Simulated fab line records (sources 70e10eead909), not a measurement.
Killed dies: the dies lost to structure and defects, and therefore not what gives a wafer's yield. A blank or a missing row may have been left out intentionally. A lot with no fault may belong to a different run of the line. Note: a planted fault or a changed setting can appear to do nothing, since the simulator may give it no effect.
fab line records    flow nand_harc    part 1 of 2: steps 1 to 4 of 6
record lots=24  wafers=72  last_day=33
route steps=1302 shown A_CONTACT@1103 A_BLC@1121 A_BONDPAD@1219
lots untouched by any fault: they come from a run of this same line in which no faults occurred
start_h: start of the lot's first displayed wafer, in hours after the record's first day    wait_h: hours since the lot's step before    " same as the row above    L1.1+2: several wafers, shown together as one row    - no value present, or no start provided    * or withheld: withheld    < > ~ a bound
route shown NAME@n: names a module that has steps shown in the file, with the first one's number in the route    usual: the fault-free wafers' mean and standard deviation    same: alike in all rows    chamber/n: place in a boat    sites: per-site readings    _std_site: the standard deviation of these    _edge_site: mean of outer sites minus mean of inner sites    radius_mm: for every site, how far away it sits from the centre of the wafer    mask NAME#n: copy n    behind: tool/chamber where the wafer was last shaped    hold: why the lot went on hold/how many hours it stayed there/how the hold came to an end    device: the n, p or np transistor that did not switch    end of line: the same wafers' tests at the end of the route    a step with no rows: only its recipe    killed: not the wafer's yield, but the dies lost to structure and defects at the first sort    map: per-die view of a wafer (x killed, . not killed, _ where there is no die)
set.NAME: the setting as run; set.NAME@STEP: as run at that earlier step    model.NAME: the simulator's own value behind a step, which no gauge read
one table for each step of the route and one row for each wafer, over a sample of lots
services: a tool's chamber out of use, with start hour (start_h, from the record's first day; less than 0 if before it), hours out, and reason
## steps
# step NHARC_A_CONTACT_CMP_20
# recipe t_overpolish_s=30  target_thk_nm=300
# usual motor_current_A=12.1/1.5  overpolish_run_s=30.001/0.0094  slurry_filter_dp_kPa=13.50/0.15  time_to_endpoint_s=60.3/2.6
lot.wafer  tool    chamber  start_h  wait_h  motor_current_A  overpolish_run_s  slurry_filter_dp_kPa  time_to_endpoint_s
L075.3     cmp-01  3        513.59   0.4     12.8             29.996            13.61                 61.4
L075.4     "       2        "        "       14.3             29.999            13.45                 54.6
L075.5     "       3        "        "       13.2             29.995            13.78                 63.6
L074.4     cmp-01  0        529.72   0.5     10.5             29.993            13.55                 63.2
L074.3     "       1        "        "       14.2             29.978            13.54                 65.6
L074.6     "       0        "        "       10.7             30.008            13.73                 62.3
L077.1     cmp-01  2        540.22   0.8     14.0             29.993            13.39                 60.6
L077.4     "       3        "        "       12.9             29.993            13.35                 61.0
L077.6     "       3        "        "       14.7             29.976            13.45                 60.8
L078.1     cmp-03  2        546.76   0.8     11.9             29.988            13.69                 59.2
L078.6     "       0        "        "       11.3             29.996            13.19                 52.3
L078.5     "       1        "        "       10.5             29.998            13.38                 54.7
L079.2     cmp-04  0        547.25   0.8     13.9             30.004            13.42                 60.4
L079.1     "       1        "        "       8.8              30.003            13.68                 58.2
L079.6     "       3        "        "       11.5             30.020            13.50                 54.4
L076.2     cmp-03  2        551.77   0.7     12.1             29.999            13.61                 60.2
L076.1     "       3        "        "       11.5             30.010            13.56                 61.5
L076.4     "       0        "        "       11.3             30.008            13.32                 58.7
L080.4     cmp-03  3        568.34   0.4     11.3             29.989            13.56                 61.3
L080.1     "       1        "        "       11.2             30.012            13.29                 59.4
L080.5     "       2        "        "       12.9             30.006            13.42                 60.2
L082.1     cmp-01  2        598.91   0.6     13.3             30.006            13.48                 59.4
L082.2     "       3        "        "       14.1             30.006            13.67                 61.5
L082.4     "       1        "        "       14.3             30.001            13.56                 65.4
L081.3     cmp-03  3        602.73   0.4     12.1             30.002            13.58                 63.8
L081.2     "       0        "        "       11.2             29.985            13.47                 60.1
L081.6     "       2        "        "       12.2             29.999            13.74                 62.8
L083.3     cmp-01  3        611.75   0.5     13.9             29.997            13.57                 63.1
L083.5     "       2        "        "       13.5             30.008            13.44                 57.1
L083.6     "       3        "        "       13.7             30.009            13.72                 62.4
L084.4     cmp-01  3        637.26   0.4     13.2             29.986            13.34                 60.4
L084.5     "       2        "        "       13.7             29.987            13.10                 59.3
L084.6     "       3        "        "       13.6             30.007            13.45                 61.6
L086.3     cmp-04  0        638.87   0.5     13.8             29.995            13.59                 56.7
L086.6     "       3        "        "       11.1             30.009            13.13                 57.8
L086.5     "       0        "        "       14.6             29.989            13.62                 54.4
L085.3     cmp-03  3        642.94   0.4     12.1             30.010            13.62                 61.4
L085.1     "       2        "        "       12.1             29.987            13.37                 62.9
L085.5     "       3        "        "       11.5             29.989            13.51                 64.7
L087.1     cmp-03  1        644.76   0.8     10.1             29.999            13.18                 61.8
L087.2     "       3        "        "       11.6             30.004            13.49                 63.9
L087.5     "       1        "        "       10.1             30.013            13.47                 61.9
L088.4     cmp-03  3        650.39   0.4     11.5             30.009            13.52                 65.3
L088.3     "       1        "        "       10.5             29.992            13.46                 62.2
L088.6     "       3        "        "       12.0             30.012            13.49                 67.2
L089.3     cmp-04  2        652.14   0.4     10.5             29.997            13.29                 57.8
L089.1     "       3        "        "       10.9             30.004            13.58                 57.0
L089.6     "       2        "        "       11.0             30.011            13.40                 61.7
L091.3     cmp-03  3        690.61   0.6     10.9             30.007            13.53                 61.0
L091.6     "       0        "        "       11.8             29.998            13.55                 60.3
L091.5     "       1        "        "       10.1             30.013            13.66                 59.4
L090.3     cmp-03  1        694.90   0.5     10.0             29.989            13.53                 61.9
L090.4     "       0        "        "       11.8             29.994            13.51                 57.9
L090.5     "       2        "        "       12.8             30.003            13.42                 59.9
L092.3     cmp-03  1        696.96   0.4     10.9             30.007            13.55                 61.7
L092.1     "       2        "        "       13.1             29.997            13.33                 61.8
L092.6     "       2        "        "       12.7             29.999            13.47                 60.9
L093.1     cmp-01  1        713.51   0.7     14.4             30.000            13.62                 63.0
L093.2     "       2        "        "       14.4             30.008            13.65                 61.2
L093.6     "       0        "        "       10.5             29.984            13.53                 58.7
L095.4     cmp-01  3        718.98   0.4     13.4             30.012            13.76                 60.4
L095.2     "       0        "        "       10.8             30.014            13.37                 59.7
L095.3     "       1        "        "       14.3             30.013            13.71                 61.3
L094.3     cmp-04  0        720.64   0.4     13.9             29.993            13.67                 58.6
L094.2     "       2        "        "       11.0             29.992            13.53                 60.2
L094.6     "       0        "        "       14.4             30.000            13.50                 58.0
L096.2     cmp-03  3        731.45   0.8     11.8             30.011            13.68                 62.0
L096.3     "       0        "        "       11.4             30.000            13.65                 60.9
L096.1     "       1        "        "       10.1             30.007            13.52                 60.9
L097.1     cmp-01  1        750.58   0.7     13.9             29.994            13.32                 60.0
L097.5     "       2        "        "       14.0             29.992            13.48                 56.9
L097.6     "       3        "        "       13.3             30.004            13.53                 62.0
# step NHARC_A_BLC_ETCH_16
# recipe target_depth_a=390  over_etch_frac=0.3  time_s=65  ion_energy_ev=80  cf4_flow_sccm=150  ar_flow_sccm=0  rf_w=300  bias_w=100  chemistry=CF4
# usual drypump_motor_current_A=5.5/0.47  oes_product_au=1.000/0.0071  rf_vpp_V=151.0/0.92  showerhead_plenum_p_Torr=1.738/0.028  throttle_valve_pct=13.284/0.0092
lot.wafer  tool         chamber  start_h  wait_h  drypump_motor_current_A  oes_product_au  rf_hours_counter_h  rf_vpp_V  showerhead_plenum_p_Torr  throttle_valve_pct
L075.3     rie_diel-13  3        514.77   0.1     5.7                      0.994           9                   150.0     1.729                     13.276
L075.4     "            1        "        "       5.1                      1.006           10                  152.8     1.713                     13.292
L075.5     "            2        "        "       5.4                      0.999           -                   152.0     1.808                     13.279
L074.3     rie_diel-13  2        530.88   0.1     5.4                      0.993           0                   151.6     1.808                     13.283
L074.4     "            3        "        "       5.7                      0.992           0                   152.2     1.729                     13.282
L074.6     "            1        "        "       5.1                      0.998           -                   151.0     1.713                     13.288
L077.4     rie_diel-06  1        541.41   0.1     5.6                      1.011           4                   150.5     1.716                     13.296
L077.1     "            2        "        "       5.5                      0.996           1                   151.9     1.751                     13.274
L077.6     "            2        "        "       5.5                      0.998           -                   150.6     1.752                     13.291
L078.1     rie_diel-13  3        547.90   0.1     5.7                      0.992           2                   150.8     1.729                     13.295
L078.5     "            2        "        "       5.4                      0.997           -                   150.8     1.808                     13.292
L078.6     "            3        "        "       5.7                      0.995           -                   151.8     1.728                     13.284
L079.2     rie_diel-06  1        548.45   0.1     5.6                      0.999           5                   151.7     1.716                     13.280
L079.1     "            2        "        "       5.5                      0.994           2                   151.4     1.751                     13.276
L079.6     "            2        "        "       5.5                      1.002           -                   151.5     1.751                     13.294
L076.4     rie_diel-06  3        552.92   0.1     6.1                      1.002           5                   150.4     1.731                     13.275
L076.1     "            0        "        "       4.8                      0.990           5                   151.3     1.749                     13.278
L076.2     "            2        "        "       5.5                      0.997           3                   151.8     1.751                     13.285
L080.1     rie_diel-06  3        569.50   0.1     6.1                      0.993           6                   151.6     1.730                     13.294
L080.4     "            0        "        "       4.8                      0.999           7                   151.8     1.749                     13.302
L080.5     "            0        "        "       4.8                      1.002           -                   151.9     1.749                     13.282
L082.4     rie_diel-13  3        600.08   0.1     5.7                      0.998           5                   152.2     1.728                     13.282
L082.2     "            1        "        "       5.0                      1.009           5                   149.1     1.712                     13.274
L082.1     "            2        "        "       5.4                      0.998           5                   151.2     1.807                     13.275
L081.3     rie_diel-06  3        603.87   0.1     6.1                      0.997           10                  150.3     1.729                     13.291
L081.2     "            1        "        "       5.6                      1.009           10                  150.2     1.714                     13.286
L081.6     "            3        "        "       6.1                      1.000           -                   150.7     1.729                     13.291
L083.3     rie_diel-06  3        612.78   0.1     6.1                      0.989           11                  150.3     1.729                     13.283
L083.5     "            3        "        "       6.1                      1.006           -                   150.8     1.729                     13.275
L083.6     "            0        "        "       4.8                      0.997           -                   152.2     1.748                     13.294
L084.4     rie_diel-06  2        638.42   0.1     5.5                      0.993           11                  150.2     1.749                     13.292
L084.6     "            2        "        "       5.5                      1.003           -                   151.5     1.749                     13.284
L084.5     "            3        "        "       6.1                      0.996           -                   151.8     1.728                     13.297
L086.3     rie_diel-06  0        640.03   0.1     4.8                      1.004           13                  151.9     1.747                     13.280
L086.6     "            3        "        "       6.1                      1.004           -                   152.4     1.728                     13.281
L086.5     "            0        "        "       4.8                      0.999           -                   151.9     1.748                     13.289
L085.3     rie_diel-13  1        644.14   0.1     5.1                      0.996           6                   150.1     1.711                     13.277
L085.1     "            2        "        "       5.4                      0.997           6                   152.5     1.806                     13.276
L085.5     "            1        "        "       5.1                      0.994           -                   150.9     1.711                     13.290
L087.1     rie_diel-13  1        645.92   0.1     5.1                      0.996           7                   151.1     1.711                     13.295
L087.2     "            3        "        "       5.7                      0.999           8                   149.9     1.727                     13.294
L087.5     "            1        "        "       5.1                      0.998           -                   149.9     1.711                     13.273
L088.3     rie_diel-06  0        651.44   0.1     4.8                      1.008           14                  150.2     1.747                     13.283
L088.4     "            3        "        "       6.1                      1.009           15                  150.8     1.728                     13.287
L088.6     "            1        "        "       5.6                      0.999           -                   151.0     1.712                     13.297
L089.1     rie_diel-06  1        653.33   0.1     5.6                      1.009           15                  150.9     1.712                     13.276
L089.3     "            0        "        "       4.8                      1.003           15                  150.5     1.747                     13.281
L089.6     "            1        "        "       5.5                      1.004           -                   149.4     1.713                     13.276
L091.3     rie_diel-13  0        691.60   0.1     6.3                      1.002           10                  149.9     1.718                     13.293
L091.5     "            2        "        "       5.4                      0.991           -                   151.2     1.806                     13.280
L091.6     "            3        "        "       5.7                      0.994           -                   149.7     1.726                     13.292
L090.3     rie_diel-06  0        696.11   0.1     4.8                      0.998           2                   150.9     1.746                     13.272
L090.4     "            2        "        "       5.5                      0.997           2                   150.8     1.747                     13.301
L090.5     "            0        "        "       4.8                      1.000           -                   150.0     1.746                     13.281
L092.1     rie_diel-06  0        698.15   0.1     4.8                      1.012           2                   150.0     1.746                     13.290
L092.3     "            1        "        "       5.6                      1.006           2                   152.6     1.712                     13.284
L092.6     "            3        "        "       6.1                      1.003           -                   151.5     1.727                     13.296
L093.1     rie_diel-13  2        714.53   0.1     5.4                      0.993           1                   152.1     1.806                     13.267
L093.2     "            1        "        "       5.1                      0.990           0                   149.5     1.710                     13.265
L093.6     "            3        "        "       5.7                      0.995           -                   151.5     1.726                     13.291
L095.4     rie_diel-06  0        720.16   0.1     4.8                      1.004           4                   151.0     1.746                     13.281
L095.2     "            1        "        "       5.5                      0.994           3                   150.6     1.711                     13.298
L095.3     "            3        "        "       6.1                      1.004           4                   152.0     1.726                     13.278
L094.3     rie_diel-06  0        721.79   0.1     4.8                      1.007           4                   150.8     1.745                     13.273
L094.2     "            3        "        "       6.1                      1.013           4                   150.3     1.726                     13.292
L094.6     "            1        "        "       5.6                      1.005           -                   150.1     1.711                     13.293
L096.2     rie_diel-13  3        732.62   0.1     5.7                      1.003           2                   150.0     1.725                     13.275
L096.1     "            1        "        "       5.1                      0.999           3                   150.3     1.709                     13.282
L096.3     "            2        "        "       5.4                      0.989           3                   151.0     1.804                     13.274
L097.1     rie_diel-13  2        751.70   0.1     5.4                      0.998           3                   150.9     1.805                     13.268
L097.6     "            2        "        "       5.4                      1.002           -                   152.5     1.805                     13.268
L097.5     "            3        "        "       5.7                      1.012           -                   150.0     1.726                     13.285
# step NHARC_A_BLC_STRIP_29
# recipe cf4_flow_sccm=150  ar_flow_sccm=0  bias_w=0  chemistry=CF4
# usual drypump_motor_current_A=5.6/0.45  oes_product_au=1.000/0.0069  rf_vpp_V=59.2/0.89  showerhead_plenum_p_Torr=1.74/0.04  throttle_valve_pct=13.284/0.0089
lot.wafer  tool         chamber  start_h  wait_h  drypump_motor_current_A  oes_product_au  rf_hours_counter_h  rf_vpp_V  showerhead_plenum_p_Torr  throttle_valve_pct
L075.3     rie_diel-06  3        515.72   0.1     6.1                      0.998           3                   59.4      1.73                      13.274
L075.5     "            3        "        "       6.1                      0.988           -                   58.9      1.73                      13.295
L075.4     "            1        "        "       5.5                      1.000           -                   59.0      1.72                      13.278
L074.3     rie_diel-06  1        531.86   0.1     5.6                      0.999           3                   58.9      1.72                      13.275
L074.4     "            0        "        "       4.8                      1.003           4                   59.2      1.75                      13.293
L074.6     "            1        "        "       5.6                      0.994           -                   60.1      1.72                      13.298
L077.1     rie_diel-13  3        542.37   0.1     5.7                      0.996           1                   59.1      1.73                      13.282
L077.4     "            2        "        "       5.4                      0.994           1                   58.5      1.81                      13.289
L077.6     "            0        "        "       6.3                      1.000           -                   59.2      1.72                      13.283
L078.1     rie_diel-02  2        548.85   0.1     5.7                      1.004           49                  58.8      1.77                      13.289
L078.5     "            1        "        "       5.7                      0.999           -                   61.2      1.89                      13.279
L078.6     "            2        "        "       5.7                      1.004           -                   58.4      1.77                      13.278
L079.1     rie_diel-13  2        549.47   0.1     5.4                      1.011           2                   60.8      1.81                      13.292
L079.2     "            3        "        "       5.7                      0.989           2                   58.0      1.73                      13.275
L079.6     "            0        "        "       6.3                      1.005           -                   58.7      1.72                      13.285
L076.4     rie_diel-13  0        553.88   0.1     6.3                      0.995           2                   58.6      1.72                      13.284
L076.2     "            1        "        "       5.1                      0.996           2                   60.6      1.71                      13.276
L076.1     "            3        "        "       5.7                      0.997           2                   58.7      1.73                      13.299
L080.4     rie_diel-13  2        570.47   0.1     5.4                      0.996           3                   61.1      1.81                      13.280
L080.1     "            0        "        "       6.3                      0.992           3                   60.4      1.72                      13.277
L080.5     "            2        "        "       5.4                      0.990           -                   59.4      1.81                      13.283
L082.2     rie_diel-06  2        601.04   0.1     5.5                      1.000           8                   58.3      1.75                      13.294
L082.1     "            0        "        "       4.8                      0.994           10                  59.9      1.75                      13.283
L082.4     "            1        "        "       5.6                      1.005           10                  58.8      1.71                      13.287
L081.2     rie_diel-13  0        604.82   0.1     6.3                      0.997           6                   59.1      1.72                      13.281
L081.3     "            3        "        "       5.7                      0.998           6                   59.0      1.73                      13.288
L081.6     "            0        "        "       6.3                      0.998           -                   60.7      1.72                      13.279
L083.3     rie_diel-13  1        613.74   0.1     5.1                      0.996           5                   59.3      1.71                      13.299
L083.6     "            0        "        "       6.3                      1.000           -                   58.8      1.72                      13.294
L083.5     "            1        "        "       5.1                      0.994           -                   60.1      1.71                      13.284
L084.4     rie_diel-06  1        639.39   0.1     5.6                      0.998           13                  58.9      1.71                      13.275
L084.6     "            3        "        "       6.1                      0.988           -                   60.1      1.73                      13.282
L084.5     "            0        "        "       4.8                      1.000           -                   59.7      1.75                      13.272
L086.3     rie_diel-13  2        641.32   0.1     5.4                      0.983           6                   58.8      1.81                      13.287
L086.6     "            2        "        "       5.4                      0.983           -                   60.1      1.81                      13.282
L086.5     "            3        "        "       5.7                      0.995           -                   58.6      1.73                      13.270
L085.1     rie_diel-06  1        645.10   0.1     5.6                      1.001           15                  59.2      1.71                      13.267
L085.3     "            3        "        "       6.1                      0.995           15                  58.5      1.73                      13.275
L085.5     "            0        "        "       4.8                      1.004           -                   60.0      1.75                      13.283
L087.1     rie_diel-06  0        646.87   0.1     4.8                      1.006           14                  58.9      1.75                      13.307
L087.2     "            1        "        "       5.5                      1.008           15                  60.4      1.71                      13.284
L087.5     "            1        "        "       5.6                      1.010           -                   60.2      1.71                      13.278
L088.3     rie_diel-13  3        652.41   0.1     5.8                      0.992           8                   57.3      1.73                      13.284
L088.4     "            0        "        "       6.4                      1.002           8                   58.8      1.72                      13.284
L088.6     "            2        "        "       5.4                      0.990           -                   58.8      1.81                      13.282
L089.3     rie_diel-13  1        654.29   0.1     5.1                      1.009           7                   58.5      1.71                      13.286
L089.1     "            2        "        "       5.4                      0.999           7                   58.2      1.81                      13.268
L089.6     "            1        "        "       5.1                      1.007           -                   59.5      1.71                      13.294
L091.3     rie_diel-06  2        692.58   0.1     5.5                      1.011           1                   60.0      1.75                      13.281
L091.5     "            3        "        "       6.1                      1.006           -                   59.8      1.73                      13.295
L091.6     "            0        "        "       4.8                      1.001           -                   60.2      1.75                      13.267
L090.3     rie_diel-02  3        697.08   0.1     5.6                      1.018           37                  58.7      1.64                      13.291
L090.4     "            0        "        "       5.1                      1.004           37                  58.5      1.68                      13.279
L090.5     "            3        "        "       5.6                      1.013           -                   59.1      1.64                      13.296
L092.3     rie_diel-06  3        699.10   0.1     6.1                      1.001           3                   59.4      1.73                      13.280
L092.1     "            1        "        "       5.6                      0.994           2                   59.1      1.71                      13.292
L092.6     "            3        "        "       6.1                      1.009           -                   59.7      1.73                      13.264
L093.2     rie_diel-13  1        715.48   0.1     5.1                      1.013           1                   58.4      1.71                      13.268
L093.1     "            0        "        "       6.3                      1.004           1                   58.7      1.72                      13.281
L093.6     "            1        "        "       5.1                      1.010           -                   59.9      1.71                      13.283
L095.3     rie_diel-13  2        721.12   0.1     5.4                      1.000           1                   58.4      1.81                      13.294
L095.4     "            3        "        "       5.7                      1.003           1                   59.2      1.73                      13.296
L095.2     "            0        "        "       6.3                      1.002           1                   57.0      1.72                      13.269
L094.3     rie_diel-13  1        722.74   0.1     5.1                      0.993           1                   58.3      1.71                      13.281
L094.2     "            2        "        "       5.4                      1.001           1                   58.8      1.81                      13.283
L094.6     "            1        "        "       5.1                      1.009           -                   59.0      1.71                      13.296
L096.2     rie_diel-06  1        733.59   0.1     5.6                      1.003           5                   60.1      1.71                      13.277
L096.1     "            2        "        "       5.5                      1.008           5                   58.5      1.75                      13.273
L096.3     "            3        "        "       6.1                      1.002           5                   58.1      1.73                      13.286
L097.1     rie_diel-06  3        752.71   0.1     6.1                      1.001           7                   58.8      1.72                      13.283
L097.6     "            2        "        "       5.5                      1.008           -                   59.4      1.75                      13.273
L097.5     "            3        "        "       6.1                      1.006           -                   58.1      1.73                      13.280
# step NHARC_A_BLC_PVD_32
# recipe target_thk_a=50  chamber_pressure_pa=5  power_w=5000  substrate_temp_c=200  time_s=17.7  material=Ti
# usual throttle_valve_pct=30.1/1.2
lot.wafer  tool            chamber  start_h  wait_h  throttle_valve_pct
L075.4     pvd_sputter-01  -        -        -       28.2
L075.3     "               -        "        "       28.2
L075.5     "               -        "        "       28.3
L074.4     pvd_sputter-02  -        -        -       31.6
L074.3     "               -        "        "       31.6
L074.6     "               -        "        "       29.2
L077.1     pvd_sputter-02  -        -        -       31.7
L077.4     "               -        "        "       31.1
L077.6     "               -        "        "       29.1
L078.1     pvd_sputter-02  -        -        -       31.0
L078.6     "               -        "        "       29.2
L078.5     "               -        "        "       31.7
L079.1     pvd_sputter-01  -        -        -       28.2
L079.2     "               -        "        "       29.7
L079.6     "               -        "        "       30.3
L076.1     pvd_sputter-03  -        -        -       30.9
L076.4     "               -        "        "       30.4
L076.2     "               -        "        "       28.9
L080.1     pvd_sputter-02  -        -        -       29.0
L080.4     "               -        "        "       30.9
L080.5     "               -        "        "       29.3
L082.1     pvd_sputter-02  -        -        -       30.7
L082.4     "               -        "        "       31.6
L082.2     "               -        "        "       29.0
L081.2     pvd_sputter-02  -        -        -       31.3
L081.3     "               -        "        "       31.6
L081.6     "               -        "        "       31.2
L083.3     pvd_sputter-03  -        -        -       29.1
L083.6     "               -        "        "       28.8
L083.5     "               -        "        "       29.1
L084.4     pvd_sputter-03  -        -        -       28.9
L084.6     "               -        "        "       28.8
L084.5     "               -        "        "       29.2
L086.3     pvd_sputter-03  -        -        -       30.2
L086.5     "               -        "        "       29.0
L086.6     "               -        "        "       30.9
L085.3     pvd_sputter-03  -        -        -       29.0
L085.1     "               -        "        "       30.3
L085.5     "               -        "        "       28.7
L087.2     pvd_sputter-03  -        -        -       30.3
L087.1     "               -        "        "       29.0
L087.5     "               -        "        "       31.1
L088.4     pvd_sputter-01  -        -        -       27.9
L088.3     "               -        "        "       29.6
L088.6     "               -        "        "       27.6
L089.1     pvd_sputter-01  -        -        -       30.2
L089.3     "               -        "        "       29.3
L089.6     "               -        "        "       28.0
L091.3     pvd_sputter-03  -        -        -       29.1
L091.5     "               -        "        "       30.3
L091.6     "               -        "        "       28.6
L090.3     pvd_sputter-03  -        -        -       31.0
L090.4     "               -        "        "       29.1
L090.5     "               -        "        "       30.7
L092.3     pvd_sputter-02  -        -        -       30.5
L092.1     "               -        "        "       31.7
L092.6     "               -        "        "       31.0
L093.2     pvd_sputter-02  -        -        -       31.8
L093.1     "               -        "        "       29.3
L093.6     "               -        "        "       30.9
L095.2     pvd_sputter-03  -        -        -       29.7
L095.4     "               -        "        "       29.3
L095.3     "               -        "        "       31.2
L094.2     pvd_sputter-02  -        -        -       31.0
L094.3     "               -        "        "       31.6
L094.6     "               -        "        "       31.8
L096.1     pvd_sputter-02  -        -        -       29.6
L096.3     "               -        "        "       31.9
L096.2     "               -        "        "       31.8
L097.1     pvd_sputter-01  -        -        -       29.1
L097.6     "               -        "        "       27.5
L097.5     "               -        "        "       30.4
